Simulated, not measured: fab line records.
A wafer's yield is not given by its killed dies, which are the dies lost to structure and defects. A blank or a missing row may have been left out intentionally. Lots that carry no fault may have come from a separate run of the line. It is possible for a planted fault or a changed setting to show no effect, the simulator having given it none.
fab line records | flow n5_finfet | part 2 of 2: steps 4 to 6 of 6
record: lots: 20 wafers: 60 last_day: 18
route steps=1938 shown DUMMY_GATE@241 SPACER0@259 SD_EPI_N@287
lots that met no fault: taken from a fault-free run of the same line
start_h: start of the lot's first displayed wafer, in hours after the record's first day | wait_h: time in hours since the lot's previous step | " repeats the value in the row above | L1.1+2: one row covering several wafers at once | - value missing, or start not given | * or withheld: withheld | < > ~ a bound
route shown NAME@n: NAME is a module with steps in the file, n the number in the route of the first one | usual: mean and standard deviation over wafers with no fault | same: alike in all rows | chamber/n: place in a boat | sites: readings site by site | _std_site: the standard deviation of these | _edge_site: mean of outer sites minus mean of inner sites | radius_mm: how far each site lies from the wafer's centre | mask NAME#n: copy n | behind: the most recent tool/chamber to have shaped the wafer | hold: why the lot went on hold/how many hours it stayed there/how the hold came to an end | device: names the non-switching transistor (n, p or np) | end of line: tests run on the same wafers once the route is complete | where a step has no rows: the recipe by itself | killed: the dies lost at the first sort to structure and to defects; this is not the yield of the wafer | map: dies across one wafer; x = killed, . = not, _ = none there
set.NAME: the setting the step ran with; set.NAME@STEP: the setting that earlier step ran with | model.NAME: the simulator's own value behind a step, which no gauge read
a sample of lots followed through the steps of the route, with each step as a table and each wafer as a row
services: when a tool's chamber went out of use (start_h, in hours from the record's first day, below 0 if earlier), for how many hours, and the reason
== steps ==
step: N5_DUMMY_GATE_ETCH_42
recipe: chemistry: CHF3/O2 target: SiO2 target_depth_a: 35 time_s: 31 ion_energy_ev: 30 bias_w: 12 pressure_mtorr: 30 source_w: 600 Ar_flow_sccm: 200 CHF3_flow_sccm: 50 O2_flow_sccm: 5
usual: chamber_pressure_mTorr: 30.00/0.031 drypump_motor_current_A: 5.7/0.44 mfc_ar_sccm: 200.0/0.6 oes_product_au: 0.76/0.058 rf_vpp_V: 42.5/0.97 showerhead_plenum_p_Torr: 2.42/0.09 throttle_valve_pct: 18.86/0.18
columns lot.wafer tool chamber start_h wait_h chamber_pressure_mTorr drypump_motor_current_A mfc_ar_sccm oes_product_au rf_hours_counter_h rf_vpp_V showerhead_plenum_p_Torr throttle_valve_pct
L074.2 rie_diel-04 1 47.27 0.1 29.97 5.4 201.1 0.74 180 43.8 2.48 19.10
L074.3 " 3 " " 30.02 6.0 199.8 0.72 185 41.9 2.49 18.76
L074.6 " 2 " " 30.00 5.9 200.3 0.92 - 42.1 2.45 18.50
L075.1 rie_diel-04 3 52.42 0.0 29.97 6.0 201.1 0.72 187 41.8 2.49 18.78
L075.3 " 1 " " 30.03 5.4 199.6 0.74 182 42.3 2.48 19.12
L075.5 " 3 " " 30.03 6.0 200.7 0.72 - 43.0 2.49 18.77
L076.2 rie_diel-06 1 59.83 0.2 30.03 5.5 200.3 0.81 88 42.8 2.24 18.52
L076.3 " 3 " " 29.96 6.1 201.0 0.76 192 42.1 2.39 18.85
L076.5 " 3 " " 29.96 6.1 200.2 0.75 - 43.2 2.39 18.86
L077.3 rie_diel-01 0 64.75 0.0 30.08 6.2 199.6 0.72 172 41.3 2.31 19.10
L077.5 " 3 " " 29.95 6.0 200.4 0.71 - 42.8 2.40 18.77
L077.6 " 2 " " 30.01 5.1 200.2 0.79 - 42.1 2.54 18.91
L078.2 rie_diel-04 2 72.48 0.2 29.98 5.9 200.7 0.89 22 40.8 2.45 18.53
L078.4 " 3 " " 30.01 6.0 200.6 0.72 192 42.2 2.49 18.77
L078.6 " 1 " " 29.96 5.4 199.9 0.74 - 43.8 2.48 19.12
L079.2 rie_diel-01 2 77.28 0.0 30.01 5.1 200.1 0.80 118 42.3 2.54 18.91
L079.3 " 3 " " 30.05 5.9 198.8 0.71 209 42.7 2.40 18.75
L079.6 " 1 " " 29.97 6.4 200.1 0.79 - 42.9 2.40 18.85
L080.1 rie_diel-06 2 82.94 0.1 30.01 4.8 199.5 0.69 237 43.5 2.28 18.96
L080.3 " 3 " " 30.00 6.1 201.2 0.75 199 42.8 2.38 18.86
L080.5 " 2 " " 30.00 4.8 200.0 0.69 - 43.1 2.28 18.96
L081.1 rie_diel-04 0 88.91 0.0 30.01 5.3 200.7 0.78 139 42.4 2.52 18.84
L081.3 " 1 " " 30.01 5.5 200.3 0.72 193 42.9 2.48 19.12
L081.6 " 0 " " 30.00 5.3 200.7 0.78 - 44.0 2.52 18.84
L082.2 rie_diel-06 1 96.84 0.0 30.03 5.5 199.7 0.80 99 42.7 2.24 18.56
L082.3 " 3 " " 30.02 6.1 200.1 0.74 202 43.7 2.38 18.86
L082.5 " 3 " " 30.01 6.2 199.5 0.75 - 44.1 2.38 18.87
L084.1 rie_diel-04 1 111.77 0.0 30.01 5.4 200.3 0.72 200 43.7 2.48 19.14
L084.2 " 2 " " 30.01 5.9 200.7 0.88 34 42.3 2.45 18.53
L084.4 " 0 " " 29.99 5.3 200.7 0.76 146 43.2 2.52 18.86
L085.2 rie_diel-01 1 113.59 0.0 29.96 6.4 198.8 0.77 149 43.3 2.40 18.87
L085.3 " 3 " " 29.98 5.9 200.5 0.70 219 43.1 2.40 18.79
L085.5 " 3 " " 29.98 5.9 199.7 0.69 - 43.3 2.40 18.79
L086.1 rie_diel-01 3 123.91 0.0 29.99 5.9 200.3 0.68 222 43.2 2.39 18.79
L086.4 " 0 " " 29.94 6.2 199.7 0.71 185 43.2 2.30 19.14
L086.6 " 1 " " 29.99 6.3 199.9 0.76 - 41.7 2.40 18.87
L087.1 rie_diel-01 0 129.75 0.2 29.99 6.2 199.7 0.71 186 42.4 2.30 19.12
L087.4 " 1 " " 30.00 6.4 200.1 0.77 153 42.2 2.40 18.87
L087.5 " 3 " " 29.98 6.0 199.6 0.70 - 42.7 2.39 18.78
L088.2 rie_diel-06 0 134.01 0.0 30.01 5.6 200.3 0.75 174 41.9 2.49 18.93
L088.5 " 3 " " 29.99 6.2 200.4 0.74 - 42.5 2.38 18.87
L088.6 " 1 " " 30.01 5.5 200.2 0.79 - 43.5 2.23 18.55
L089.4 rie_diel-04 3 139.80 0.0 30.00 6.0 200.2 0.70 212 42.0 2.48 18.80
L089.5 " 0 " " 29.99 5.3 199.8 0.76 - 43.7 2.51 18.87
L089.6 " 1 " " 29.98 5.4 200.8 0.71 - 43.6 2.47 19.14
L092.1 rie_diel-06 2 157.72 0.1 30.03 4.8 199.6 0.97 5 41.8 2.56 18.60
L092.2 " 0 " " 29.97 5.6 200.1 0.73 185 41.1 2.48 18.95
L092.6 " 1 " " 30.00 5.5 199.8 0.79 - 42.1 2.23 18.59
L094.1 rie_diel-01 1 171.76 0.1 30.01 6.4 200.3 0.76 157 41.9 2.39 18.88
L094.5 " 3 " " 30.01 5.9 200.2 0.69 - 43.6 2.39 18.80
L094.6 " 2 " " 29.96 5.1 200.3 0.77 - 43.5 2.53 18.94
L095.1 rie_diel-01 3 174.99 0.0 29.99 6.0 200.6 0.69 227 43.8 2.39 18.80
L095.2 " 0 " " 29.99 6.2 200.3 0.71 192 42.5 2.30 19.15
L095.4 " 1 " " 30.02 6.4 199.5 0.76 158 42.4 2.39 18.88
L096.2 rie_diel-04 3 182.36 0.0 29.98 6.0 199.6 0.69 229 43.0 2.47 18.85
L096.3 " 2 " " 29.98 5.9 200.1 0.83 59 42.9 2.44 18.58
L096.5 " 1 " " 30.01 5.4 198.6 0.70 - 45.0 2.47 19.18
L097.1 rie_diel-01 0 191.82 0.1 30.04 6.2 200.3 0.70 195 42.9 2.30 19.13
L097.3 " 3 " " 29.95 5.9 200.4 0.69 231 43.0 2.39 18.81
L097.5 " 3 " " 29.96 5.9 200.1 0.69 - 41.6 2.39 18.80
step: N5_SPACER0_ALD_00
recipe: material: SiOCN target_thk_a: 35 temp_c: 400 ald_precursor_family: alkyl-aminosilane ald_co_reactant: O2/N2-plasma pulse_time_s: 3 purge_time_s: 2 co_reactant_purge_time_s: 2 ald_cycles: 58 pressure_torr: 2
usual: chamber_pressure_Torr: 2.000/0.0043 heater_power_w: 834/65 precursor_pulse_height_rel: 0.999/0.018
same: ald_cycles: 58
columns lot.wafer tool chamber start_h wait_h chamber_pressure_Torr heater_power_w precursor_pulse_height_rel
L074.2 ald_sin-04 1 47.70 0.1 1.999 817 1.006
L074.3 " 3 " " 1.999 892 1.021
L074.6 " 2 " " 1.997 728 1.016
L075.1 ald_sin-03 2 52.90 0.1 2.004 886 1.017
L075.3 " 3 " " 1.993 816 1.005
L075.5 " 1 " " 1.991 977 1.038
L076.2 ald_sin-01 2 60.26 0.1 2.006 788 1.000
L076.3 " 1 " " 1.999 822 0.980
L076.5 " 1 " " 2.002 808 0.984
L077.3 ald_sin-03 1 65.18 0.1 1.990 980 1.002
L077.5 " 1 " " 2.001 972 0.999
L077.6 " 0 " " 2.004 859 0.974
L078.2 ald_sin-04 0 72.90 0.1 2.001 857 1.006
L078.4 " 2 " " 2.007 734 0.993
L078.6 " 3 " " 1.996 912 1.005
L079.2 ald_sin-01 0 77.71 0.1 2.004 831 0.996
L079.3 " 1 " " 1.997 794 0.996
L079.6 " 0 " " 2.006 827 0.998
L080.1 ald_sin-01 3 83.44 0.1 1.997 860 0.978
L080.3 " 1 " " 1.991 807 0.998
L080.5 " 0 " " 1.992 843 1.013
L081.1 ald_sin-04 3 90.04 0.1 2.000 913 0.995
L081.3 " 0 " " 2.005 883 0.994
L081.6 " 1 " " 2.001 810 1.002
L082.2 ald_sin-03 1 97.27 0.1 2.003 993 0.984
L082.3 " 0 " " 1.999 855 0.987
L082.5 " 3 " " 1.999 818 0.978
L084.1 ald_sin-04 1 112.84 0.1 2.003 798 0.977
L084.2 " 3 " " 1.994 885 1.016
L084.4 " 0 " " 2.000 859 0.973
L085.2 ald_sin-01 2 114.59 0.1 2.000 755 0.979
L085.3 " 1 " " 2.005 771 0.967
L085.5 " 3 " " 1.998 797 0.992
L086.1 ald_sin-04 0 126.28 0.1 1.998 859 1.032
L086.4 " 1 " " 2.003 801 1.007
L086.6 " 1 " " 1.993 818 0.988
L087.1 ald_sin-04 2 130.24 0.1 2.002 736 1.004
L087.4 " 1 " " 1.999 808 0.977
L087.5 " 1 " " 1.998 811 1.001
L088.2 ald_sin-04 1 134.44 0.1 1.998 806 0.964
L088.5 " 1 " " 2.002 802 1.007
L088.6 " 2 " " 1.998 735 1.004
L089.4 ald_sin-03 2 140.22 0.1 2.004 898 0.990
L089.5 " 1 " " 2.001 968 0.992
L089.6 " 2 " " 2.000 918 1.013
L092.1 ald_sin-01 1 158.14 0.1 1.998 777 0.995
L092.2 " 2 " " 2.005 757 0.994
L092.6 " 2 " " 2.003 760 1.015
L094.1 ald_sin-04 2 172.19 0.1 2.001 753 1.024
L094.5 " 2 " " 2.004 754 1.027
L094.6 " 3 " " 2.006 906 0.969
L095.1 ald_sin-03 0 175.41 0.1 1.998 823 0.973
L095.2 " 1 " " 1.998 971 1.015
L095.4 " 2 " " 1.994 932 1.002
L096.2 ald_sin-01 2 183.55 0.2 1.989 753 0.992
L096.3 " 2 " " 1.998 741 1.014
L096.5 " 3 " " 1.993 826 0.997
L097.1 ald_sin-01 3 192.40 0.2 1.998 799 1.006
L097.3 " 3 " " 1.999 808 0.999
L097.5 " 3 " " 1.997 805 1.000
step: N5_SD_EPI_N_VAPOR_ETCH_50
recipe: chemistry: HCl target: Si temp_c: 775 time_s: 54 pressure_torr: 20 mode: isotropic
usual: chamber_pressure_Torr: 20.01/0.044 throttle_valve_pct: 12.0/0.4
columns lot.wafer tool chamber start_h wait_h chamber_pressure_Torr throttle_valve_pct
L074.2 epi_rpcvd-04 0 50.16 0.4 20.07 11.5
L074.3 " 0 " " 20.04 11.5
L074.6 " 0 " " 20.06 11.3
L075.1 epi_rpcvd-03 0 55.19 0.3 20.06 12.4
L075.3 " 0 " " 20.09 12.2
L075.5 " 0 " " 19.98 12.0
L076.2 epi_rpcvd-03 0 62.58 0.3 19.95 12.0
L076.3 " 0 " " 20.00 12.2
L076.5 " 0 " " 20.04 12.2
L077.3 epi_rpcvd-03 0 67.71 0.2 20.05 11.9
L077.5 " 0 " " 20.04 12.2
L077.6 " 0 " " 20.04 12.1
L078.2 epi_rpcvd-01 0 75.46 0.4 19.96 12.1
L078.4 " 0 " " 19.96 12.1
L078.6 " 0 " " 20.06 12.2
L079.2 epi_rpcvd-04 0 80.17 0.3 19.95 11.6
L079.3 " 0 " " 19.97 11.5
L079.6 " 0 " " 19.96 11.4
L080.1 epi_rpcvd-03 0 85.95 0.3 20.01 12.2
L080.3 " 0 " " 20.01 12.2
L080.5 " 0 " " 20.05 12.1
L081.1 epi_rpcvd-03 0 92.44 0.3 19.98 11.9
L081.3 " 0 " " 19.95 12.5
L081.6 " 0 " " 20.02 12.4
L082.2 epi_rpcvd-03 0 99.97 0.3 20.04 12.1
L082.3 " 0 " " 20.03 12.0
L082.5 " 0 " " 20.01 12.5
L084.1 epi_rpcvd-04 0 115.23 0.3 19.95 11.1
L084.2 " 0 " " 19.99 11.4
L084.4 " 0 " " 19.94 11.4
L085.2 epi_rpcvd-03 0 117.02 0.3 20.01 11.9
L085.3 " 0 " " 19.99 12.4
L085.5 " 0 " " 19.91 12.4
L086.1 epi_rpcvd-01 0 128.97 0.5 19.94 12.2
L086.4 " 0 " " 19.98 12.3
L086.6 " 0 " " 19.93 12.6
L087.1 epi_rpcvd-04 0 132.86 0.3 20.02 11.2
L087.4 " 0 " " 19.99 11.4
L087.5 " 0 " " 20.00 11.1
L088.2 epi_rpcvd-03 0 137.53 0.3 20.09 11.8
L088.5 " 0 " " 20.01 12.1
L088.6 " 0 " " 20.02 12.5
L089.4 epi_rpcvd-01 0 143.12 0.4 20.08 12.1
L089.5 " 0 " " 20.06 12.5
L089.6 " 0 " " 20.06 12.1
L092.1 epi_rpcvd-04 0 160.62 0.3 20.01 11.6
L092.2 " 0 " " 19.96 11.4
L092.6 " 0 " " 19.98 11.5
L094.1 epi_rpcvd-01 0 174.58 0.4 20.02 12.3
L094.5 " 0 " " 19.98 12.3
L094.6 " 0 " " 19.99 12.6
L095.1 epi_rpcvd-01 0 178.08 0.4 19.95 12.3
L095.2 " 0 " " 19.98 12.2
L095.4 " 0 " " 20.03 12.3
L096.2 epi_rpcvd-04 0 186.30 0.4 19.97 11.5
L096.3 " 0 " " 19.98 11.4
L096.5 " 0 " " 19.98 11.7
L097.1 epi_rpcvd-03 0 195.26 0.5 19.99 12.1
L097.3 " 0 " " 20.06 12.2
L097.5 " 0 " " 20.06 12.2
== services ==
columns tool chamber start_h hours kind
epi_rpcvd-01 - 24.42 8.1 pm
rie_si-06 - 28.45 2.8 pm
rie_si-06 - 45.60 5.3 repair
ald_sin-04 - 53.48 0.7 repair
rie_diel-04 0 62.99 3.1 repair
ald_sin-04 1 66.51 9.2 repair
rie_si-05 3 70.34 8.0 repair
rie_si-02 - 74.78 2.8 pm
epi_rpcvd-04 - 77.19 2.1 repair
epi_rpcvd-04 - 82.86 1.3 repair
ald_sin-01 - 85.25 14.0 pm
ald_sin-03 - 102.60 28.1 pm
ald_sin-01 0 103.30 121.1 repair
rie_diel-01 0 107.52 8.7 repair
epi_rpcvd-01 - 133.35 4.3 pm
rie_diel-01 - 142.97 28.1 pm
rie_diel-06 - 151.78 0.2 repair
epi_rpcvd-01 - 154.17 1.0 repair
ald_sin-01 1 168.50 92.3 repair
rie_si-02 1 170.44 7.1 repair
epi_rpcvd-03 - 173.81 20.6 repair
rie_si-05 - 175.82 15.6 pm
ald_sin-03 - 178.17 14.0 pm
ald_sin-04 1 178.87 152.3 repair
